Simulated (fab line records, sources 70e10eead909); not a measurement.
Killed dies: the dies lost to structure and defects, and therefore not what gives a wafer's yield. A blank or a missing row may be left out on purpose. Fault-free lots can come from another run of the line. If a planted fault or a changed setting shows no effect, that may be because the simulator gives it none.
fab line records	flow nandHarc
record lots=12	wafers=36	lastDay=34
route steps=1302 shown A_SLIT@936 A_WL_FILL@952 END@1302
lots with no fault: from the same line, run without faults
startH: hours from the record's opening day to when the first of the lot's shown wafers began	waitH: how many hours have passed since the lot's step before this one	" same as the row above	L1.1+2: a row that stands for several wafers	- no value present, or no start provided	* or withheld: withheld	< > ~ a bound
route shown NAME@n: names a module that has steps shown in the file, with the first one's number in the route	usual: mean/standard deviation of fault-free wafers	same: alike in all rows	chamber/n: place in a boat	sites: the reading at each site	_std_site: the values' standard deviation	_edge_site: inner sites' mean taken away from outer sites' mean	radiusMm: for every site, how far away it sits from the centre of the wafer	mask NAME#n: copy n	behind: the most recent tool/chamber to have shaped the wafer	hold: why the lot went on hold/how many hours it stayed there/how the hold came to an end	device: which transistor (n, p or np) failed to switch	end of line: tests run on the same wafers once the route is complete	a step without rows: its recipe alone	killed: dies lost to structure and defects at the first sort, not the wafer's yield	map: a wafer's dies, x killed, . not, _ none there
set.NAME: the run value of the setting; set.NAME@STEP: its run value at that earlier step	model.NAME: the simulator's own value behind a step, which no gauge read
one table for each step of the route and one row for each wafer, over a sample of lots
services: when a tool's chamber went out of use (startH, in hours from the record's first day, below 0 if earlier), for how many hours, and the reason
## steps
# step NHARC_A_SLIT_DESCUM_14
# recipe timeS=3	o2FlowSccm=200	arFlowSccm=0	biasPowerW=0	chemistry=O2
# usual drypumpMotorCurrentA=5.6/0.34	oesProductAu=0.999/0.012	rfVppV=57.6/0.84	showerheadPlenumPTorr=1.88/0.074	throttleValvePct=11.313/0.008
# same timeS=3
lot.wafer	tool	chamber	startH	waitH	drypumpMotorCurrentA	oesProductAu	rfHoursCounterH	rfVppV	showerheadPlenumPTorr	throttleValvePct
L936.1	rieDiel-04	1	471.36	0.1	5.6	0.990	3.6	57.7	1.81	11.318
L936.4	"	0	"	"	5.8	1.019	3.8	58.1	2.01	11.304
L936.5	"	1	"	"	5.6	0.987	-	57.1	1.81	11.308
L934.2	rieDiel-03	3	471.73	0.1	6.1	0.999	0.4	58.6	1.81	11.302
L934.1	"	1	"	"	6.1	0.978	0.2	58.2	1.92	11.320
L934.5	"	0	"	"	5.5	1.006	-	58.2	1.95	11.317
L939.1	rieDiel-03	3	521.70	0.1	6.1	0.982	3.1	57.7	1.81	11.306
L939.2	"	2	"	"	5.9	1.010	3.4	58.8	1.94	11.308
L939.5	"	0	"	"	5.4	1.012	-	56.4	1.95	11.323
L940.1	rieDiel-09	3	538.88	0.1	5.7	1.008	1.3	59.3	1.86	11.314
L940.4	"	0	"	"	5.9	1.005	1.0	57.8	1.98	11.313
L940.2	"	1	"	"	4.8	0.983	1.0	57.6	1.80	11.322
L948.3	rieDiel-03	2	590.78	0.1	6.0	0.993	6.7	58.5	1.93	11.310
L948.6	"	0	"	"	5.5	0.992	-	58.2	1.94	11.306
L948.5	"	1	"	"	6.0	0.979	-	57.3	1.92	11.313
L949.3	rieDiel-03	0	625.16	0.1	5.5	0.998	9.1	59.3	1.94	11.309
L949.1	"	3	"	"	6.1	0.995	9.6	56.2	1.81	11.309
L949.5	"	0	"	"	5.5	0.997	-	57.6	1.94	11.316
L950.3	rieDiel-09	2	626.29	0.1	5.0	1.012	6.2	55.9	1.82	11.318
L950.1	"	3	"	"	5.7	0.996	7.1	57.5	1.86	11.312
L950.6	"	2	"	"	5.0	1.006	-	57.4	1.81	11.314
L951.4	rieDiel-09	3	640.32	0.1	5.8	1.017	8.3	57.3	1.86	11.317
L951.3	"	0	"	"	5.8	1.003	7.0	58.9	1.97	11.307
L951.6	"	2	"	"	5.0	1.010	-	56.3	1.81	11.306
L952.1	rieDiel-04	0	640.87	0.1	5.8	1.005	5.0	57.6	2.01	11.320
L952.4	"	2	"	"	5.3	1.004	6.2	57.7	1.82	11.318
L952.6	"	3	"	"	5.5	0.996	-	57.9	1.83	11.313
L953.1	rieDiel-09	3	660.91	0.1	5.7	1.000	9.6	58.3	1.86	11.318
L953.4	"	1	"	"	4.8	0.993	7.1	58.2	1.80	11.298
L953.3	"	2	"	"	5.1	1.009	8.0	57.9	1.81	11.313
L955.2	rieDiel-04	3	688.16	0.1	5.5	0.982	8.4	57.4	1.83	11.313
L955.3	"	1	"	"	5.5	0.993	7.4	58.2	1.81	11.306
L955.5	"	3	"	"	5.5	0.994	-	58.2	1.83	11.317
L956.2	rieDiel-09	1	688.59	0.1	4.9	0.992	0.0	55.7	1.80	11.315
L956.4	"	3	"	"	5.7	1.004	0.0	57.9	1.86	11.316
L956.5	"	0	"	"	5.8	0.997	-	58.6	1.97	11.305
# step NHARC_A_WL_FILL_ALD_00
# recipe targetThkA=30	pulseTimeS=3	aldCycles=30	tempC=300	material=Al2O3
# usual heaterPowerOuterW=264/34	heaterPowerW=474/58	precursorPulseHeightRel=0.999/0.02
lot.wafer	tool	chamber	startH	waitH	heaterPowerOuterW	heaterPowerW	precursorPulseHeightRel
L936.4	aldHk-04	2	483.36	0.1	248	468	1.002
L936.1	"	3	"	"	253	484	1.032
L936.5	"	1	"	"	277	496	1.004
L934.2	aldHk-02	0	486.76	0.1	217	374	0.973
L934.1	"	2	"	"	226	394	1.032
L934.5	"	0	"	"	213	362	0.954
L939.2	aldHk-04	2	534.91	0.3	246	455	1.015
L939.1	"	3	"	"	269	478	0.983
L939.5	"	3	"	"	263	472	0.998
L940.4	aldHk-03	2	553.54	0.1	283	471	1.025
L940.2	"	0	"	"	271	457	0.986
L940.1	"	1	"	"	301	561	0.978
L948.3	aldHk-04	1	606.15	0.1	285	492	0.986
L948.5	"	1	"	"	293	496	0.980
L948.6	"	2	"	"	248	461	1.005
L949.3	aldHk-02	1	640.25	0.1	261	472	0.995
L949.1	"	0	"	"	212	369	0.984
L949.5	"	2	"	"	240	421	0.994
L950.3	aldHk-02	3	642.55	0.1	290	533	0.969
L950.1	"	2	"	"	234	407	0.998
L950.6	"	0	"	"	206	363	1.018
L951.3	aldHk-02	2	653.25	0.1	235	412	1.023
L951.4	"	0	"	"	200	360	1.024
L951.6	"	2	"	"	240	413	0.994
L952.4	aldHk-02	2	653.42	0.2	234	417	1.009
L952.1	"	3	"	"	289	529	0.980
L952.6	"	3	"	"	296	512	1.008
L953.1	aldHk-04	0	674.86	0.1	234	459	1.000
L953.4	"	1	"	"	278	487	1.021
L953.3	"	2	"	"	251	463	1.007
L955.2	aldHk-04	3	701.97	0.1	270	470	0.989
L955.3	"	0	"	"	234	458	1.038
L955.5	"	3	"	"	263	475	1.024
L956.4	aldHk-04	1	702.13	0.3	290	487	0.987
L956.2	"	2	"	"	251	459	0.976
L956.5	"	1	"	"	283	486	1.008
# step NHARC_A_WL_FILL_RTA_01
# recipe tempC=1000	timeS=5
# usual lampPowerPct=31.7/1	lamp_zone_1_pct=31.7/1	wafer_temp_C_max=1004.2/0.91
# same timeS=5
lot.wafer	tool	chamber	startH	waitH	lampPowerPct	lamp_zone_1_pct	wafer_temp_C_max
L936.1	rtpAnneal-01	0	483.60	-	32.6	32.5	1004.4
L936.4	"	0	"	"	32.6	32.6	1004.2
L936.5	"	0	"	"	32.5	32.6	1004.2
L934.1	rtpAnneal-01	0	487.00	-	32.5	32.5	1005.9
L934.2	"	0	"	"	32.5	32.6	1004.7
L934.5	"	0	"	"	32.5	32.6	1004.8
L939.1	rtpAnneal-02	0	535.34	0.3	30.5	30.5	1003.5
L939.2	"	0	"	"	30.6	30.5	1002.6
L939.5	"	0	"	"	30.5	30.6	1004.5
L940.1	rtpAnneal-02	0	553.80	-	30.6	30.5	1003.6
L940.2	"	0	"	"	30.5	30.5	1002.3
L940.4	"	0	"	"	30.5	30.5	1004.6
L948.3	rtpAnneal-01	0	606.48	-	32.5	32.5	1004.2
L948.5	"	0	"	"	32.5	32.5	1004.5
L948.6	"	0	"	"	32.6	32.5	1004.1
L949.1	rtpAnneal-01	0	640.51	-	32.6	32.6	1004.0
L949.3	"	0	"	"	32.5	32.5	1004.1
L949.5	"	0	"	"	32.5	32.6	1004.1
L950.1	rtpAnneal-02	0	642.81	-	30.5	30.5	1003.5
L950.3	"	0	"	"	30.5	30.5	1002.7
L950.6	"	0	"	"	30.5	30.5	1003.8
L951.3	rtpAnneal-01	0	653.57	-	32.6	32.5	1005.1
L951.4	"	0	"	"	32.5	32.5	1004.4
L951.6	"	0	"	"	32.5	32.5	1004.6
L952.1	rtpAnneal-02	0	653.68	-	30.5	30.5	1004.0
L952.4	"	0	"	"	30.5	30.5	1003.9
L952.6	"	0	"	"	30.5	30.5	1002.8
L953.1	rtpAnneal-01	0	675.11	-	32.5	32.5	1007.6
L953.3	"	0	"	"	32.6	32.6	1005.4
L953.4	"	0	"	"	32.6	32.5	1004.3
L955.2	rtpAnneal-02	0	702.23	-	30.4	30.5	1002.9
L955.3	"	0	"	"	30.4	30.4	1005.2
L955.5	"	0	"	"	30.5	30.5	1003.4
L956.2	rtpAnneal-01	0	702.40	-	32.6	32.5	1003.5
L956.4	"	0	"	"	32.6	32.6	1005.2
L956.5	"	0	"	"	32.6	32.5	1005.5
# step NHARC_A_WL_FILL_ETCHBACK_04
# recipe targetDepthA=600	timeS=120	chemistry=NF3
# usual drypumpMotorCurrentA=5.4/0.32	oesProductAu=1.003/0.0091
# same timeS=120
lot.wafer	tool	chamber	startH	waitH	drypumpMotorCurrentA	oesProductAu	rfHoursCounterH
L936.1	rieMetal-01	0	484.62	0.3	5.4	1.019	1.1
L936.4	"	1	"	"	5.1	0.991	-
L936.5	"	0	"	"	5.4	1.014	-
L934.1	rieMetal-01	1	488.02	0.3	5.1	0.990	1.3
L934.2	"	0	"	"	5.4	1.010	1.3
L934.5	"	1	"	"	5.1	0.986	-
L939.2	rieMetal-01	0	536.37	0.3	5.4	0.827	2.3
L939.1	"	1	"	"	5.1	0.826	2.3
L939.5	"	1	"	"	5.1	0.824	-
L940.1	rieMetal-01	0	554.90	0.3	5.4	0.826	2.5
L940.2	"	1	"	"	5.1	0.830	2.5
L940.4	"	1	"	"	5.1	0.829	-
L948.3	rieMetal-02	1	607.57	0.2	6.0	0.992	-
L948.6	"	1	"	"	5.9	1.002	-
L948.5	"	0	"	"	5.5	1.007	-
L949.1	rieMetal-02	0	641.54	0.3	5.5	1.009	0.0
L949.3	"	0	"	"	5.5	1.017	-
L949.5	"	1	"	"	5.9	1.007	-
L950.1	rieMetal-03	0	643.87	0.4	4.9	1.025	1.3
L950.3	"	0	"	"	4.9	1.011	-
L950.6	"	1	"	"	5.4	0.983	-
L951.3	rieMetal-01	0	654.60	0.3	5.4	1.002	-
L951.4	"	1	"	"	5.1	0.996	-
L951.6	"	1	"	"	5.1	1.002	-
L952.1	rieMetal-03	1	654.70	0.3	5.4	0.993	1.6
L952.4	"	1	"	"	5.4	0.999	-
L952.6	"	0	"	"	4.9	1.003	-
L953.1	rieMetal-02	0	676.43	0.6	5.5	1.003	0.8
L953.4	"	0	"	"	5.5	1.013	-
L953.3	"	1	"	"	5.9	0.999	-
L955.2	rieMetal-02	0	703.27	0.4	5.5	0.999	1.0
L955.3	"	1	"	"	5.9	0.997	-
L955.5	"	1	"	"	5.9	1.002	-
L956.2	rieMetal-01	1	703.41	0.3	5.1	1.010	2.3
L956.4	"	1	"	"	5.1	1.010	-
L956.5	"	1	"	"	5.1	1.012	-
# step NHARC_END_SORT_01
# recipe tempC=25
# usual killedAtArray=53/18	killedAtOther=0.8/1.1	killedAtPeriphery=4.1/2.7	killedDies=58/18	killedOpen=3.1/1.7	killedShort=2.7/1.7
# same grossDies=677
lot.wafer	tool	chamber	startH	waitH	killedAtArray	killedAtOther	killedAtPeriphery	killedDies	killedOpen	killedShort
L939.1	prober-01	0	630.38	2.5	51	1	5	57	2	2
L939.2	prober-01	0	631.17	2.8	34	0	1	35	2	0
L939.5	prober-01	0	633.55	3.7	52	0	6	58	3	1
L949.1	prober-01	0	733.41	2.5	60	0	1	61	4	4
L949.3	prober-01	0	735.01	3.1	91	1	3	95	3	4
L949.5	prober-01	0	736.61	3.7	72	0	2	74	4	2
L950.1	prober-02	0	733.43	2.5	26	5	2	33	4	3
L950.3	prober-02	0	734.99	3.1	30	0	1	31	2	7
L950.6	prober-02	0	737.33	3.9	23	5	0	28	1	3
L956.2	prober-02	0	801.84	2.8	72	0	5	77	1	2
L956.4	prober-02	0	803.46	3.4	90	1	3	94	2	4
L956.5	prober-02	0	804.26	3.7	72	2	4	78	4	4
# killed by level:class
L939.1 A_SLIT:chamberFilmFlake=27 A_CHANNEL_HOLE_D2:chamberFilmFlake=10 A_CHANNEL_FILL_D1:chamberFilmFlake=3 A_CONTACT:chamberFilmFlake=3 P_GATE:chamberFilmFlake=2 A_CHANNEL_HOLE_D1:chamberFilmFlake=2 A_STAIRCASE:chamberFilmFlake=2 P_CONTACT:geometricParticle:open=1
L939.2 A_SLIT:chamberFilmFlake=20 A_CHANNEL_HOLE_D2:chamberFilmFlake=6 A_CHANNEL_FILL_D1:chamberFilmFlake=2 A_CONTACT:chamberFilmFlake=2 A_ONON_D1:geometricParticle:open=1 A_BLC:geometricParticle:open=1 P_GATE:chamberFilmFlake=1 A_CHANNEL_HOLE_D1:chamberFilmFlake=1
L939.5 A_SLIT:chamberFilmFlake=26 A_CHANNEL_HOLE_D2:chamberFilmFlake=7 A_CHANNEL_FILL_D1:chamberFilmFlake=4 A_STAIRCASE:chamberFilmFlake=4 A_CHANNEL_HOLE_D1:chamberFilmFlake=3 A_CONTACT:chamberFilmFlake=3 P_ZERO_WELL:chamberFilmFlake=2 P_M2:chamberFilmFlake=2
L949.1 A_SLIT:chamberFilmFlake=15 A_CHANNEL_HOLE_D1:chamberFilmFlake=14 A_CHANNEL_HOLE_D2:chamberFilmFlake=13 A_STAIRCASE:chamberFilmFlake=3 A_CONTACT:chamberFilmFlake=3 A_CHANNEL_FILL_D1:geometricParticle:short=2 A_DECK1_JOINT:geometricParticle:open=2 A_WL_FILL:chamberFilmFlake=2
L950.1 A_CHANNEL_HOLE_D1:chamberFilmFlake=10 A_SLIT:chamberFilmFlake=5 THIN_TSV:chamberFilmFlake=5 P_M0:geometricParticle:open=2 A_CHANNEL_FILL_D2:geometricParticle:open=2 A_DECK1_JOINT:chamberFilmFlake=2 A_ONON_D1:geometricParticle:short=1 A_CHANNEL_FILL_D1:geometricParticle:short=1
L950.3 A_CHANNEL_HOLE_D1:chamberFilmFlake=13 A_STAIRCASE:chamberFilmFlake=3 A_SLIT:chamberFilmFlake=3 P_M1:geometricParticle:short=1 A_ONON_D1:geometricParticle:short=1 A_CHANNEL_FILL_D1:geometricParticle:short=1 A_DECK1_JOINT:geometricParticle:short=1 A_ONON_D2:geometricParticle:short=1
L949.3 A_CHANNEL_HOLE_D1:chamberFilmFlake=31 A_SLIT:chamberFilmFlake=30 A_CHANNEL_HOLE_D2:chamberFilmFlake=17 A_STAIRCASE:chamberFilmFlake=4 A_CONTACT:chamberFilmFlake=4 P_GATE:geometricParticle:short=1 P_CONTACT:geometricParticle:open=1 P_M0:geometricParticle:open=1
L949.5 A_SLIT:chamberFilmFlake=22 A_CHANNEL_HOLE_D2:chamberFilmFlake=16 A_CHANNEL_HOLE_D1:chamberFilmFlake=15 A_CONTACT:chamberFilmFlake=5 A_WL_FILL:chamberFilmFlake=4 A_STAIRCASE:chamberFilmFlake=3 A_CHANNEL_FILL_D2:geometricParticle:open=2 P_CONTACT:geometricParticle:open=1
L950.6 A_CHANNEL_HOLE_D1:chamberFilmFlake=7 A_CHANNEL_HOLE_D2:chamberFilmFlake=6 THIN_TSV:chamberFilmFlake=3 A_STAIRCASE:chamberFilmFlake=2 A_SLIT:chamberFilmFlake=2 A_M0:chamberFilmFlake=2 A_CHANNEL_FILL_D1:geometricParticle:short=1 A_DECK1_JOINT:geometricParticle:short=1
L956.2 A_CHANNEL_HOLE_D2:chamberFilmFlake=29 A_SLIT:chamberFilmFlake=23 A_CHANNEL_HOLE_D1:chamberFilmFlake=12 P_M2:chamberFilmFlake=3 A_STAIRCASE:chamberFilmFlake=3 P_STI:chamberFilmFlake=2 A_CONTACT:chamberFilmFlake=2 A_ONON_D1:geometricParticle:open=1
L956.4 A_SLIT:chamberFilmFlake=28 A_CHANNEL_HOLE_D2:chamberFilmFlake=27 A_CHANNEL_HOLE_D1:chamberFilmFlake=19 A_CONTACT:chamberFilmFlake=7 P_M2:chamberFilmFlake=2 A_STAIRCASE:chamberFilmFlake=2 P_M0:geometricParticle:open=1 A_DECK1_JOINT:geometricParticle:short=1
L956.5 A_CHANNEL_HOLE_D2:chamberFilmFlake=25 A_SLIT:chamberFilmFlake=21 A_CHANNEL_HOLE_D1:chamberFilmFlake=13 A_STAIRCASE:chamberFilmFlake=4 A_CHANNEL_FILL_D2:chamberFilmFlake=2 P_STI:geometricParticle:short=1 P_CONTACT:geometricParticle:open=1 P_M0:geometricParticle:open=1
## services
tool	chamber	startH	hours	kind
rieMetal-02	-	454.00	9.0	pm
rieDiel-03	-	458.30	9.0	pm
rieMetal-01	1	474.78	7.5	repair
rieMetal-02	-	482.43	0.5	repair
rieDiel-03	2	483.70	2.8	repair
rieDiel-09	3	492.84	4.4	repair
rieDiel-09	-	497.10	9.0	pm
rieMetal-03	-	519.00	9.0	pm
aldHk-02	-	526.53	10.0	pm
rieDiel-04	-	531.92	9.0	pm
rieMetal-01	0	542.15	1.5	repair
rieMetal-01	-	575.00	9.0	pm
rieMetal-01	0	575.00	9.0	ventCycle
rieMetal-01	1	575.00	9.0	ventCycle
rieDiel-03	2	577.78	11.9	repair
rieMetal-02	0	580.88	15.2	repair
rieMetal-01	0	584.00	-	clean
aldHk-04	-	612.58	10.0	pm
rieMetal-02	-	631.00	9.0	pm
rieDiel-03	-	635.30	9.0	pm
rieDiel-09	-	674.10	9.0	pm
rieMetal-02	0	680.70	17.8	repair
rieMetal-03	0	684.16	2.7	repair
rieMetal-03	-	696.00	9.0	pm
## key
firstSign step=NHARC_A_WL_FILL_ETCHBACK_04	reading=oesProductAu	direction=down	sigmas=19	usual=1.003	struck=0.827
effect none on later readings
metAt NHARC_A_WL_FILL_ETCHBACK_04
struckLots L939,L940
testerLeftOut L939,L940
notActingAt NHARC_A_SLIT_DESCUM_14,NHARC_A_WL_FILL_ALD_00,NHARC_A_WL_FILL_RTA_01
onsetBetween 488.02 536.37
fault kind=processParameterDrift	tool=rieMetal-01	chamber=-	onsetH=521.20	steps=NHARC_A_WL_FILL_ETCHBACK_04	channel=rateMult	offset=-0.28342	shape=step	endH=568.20
# testerLeftOut: of these lots the tester's yield and bins aren't shown, on N5 and GAA mostly nor the transistor test; their killed dies are dies lost to structure and defects alone, not to doping, threshold or leakage, so they don't give the yield
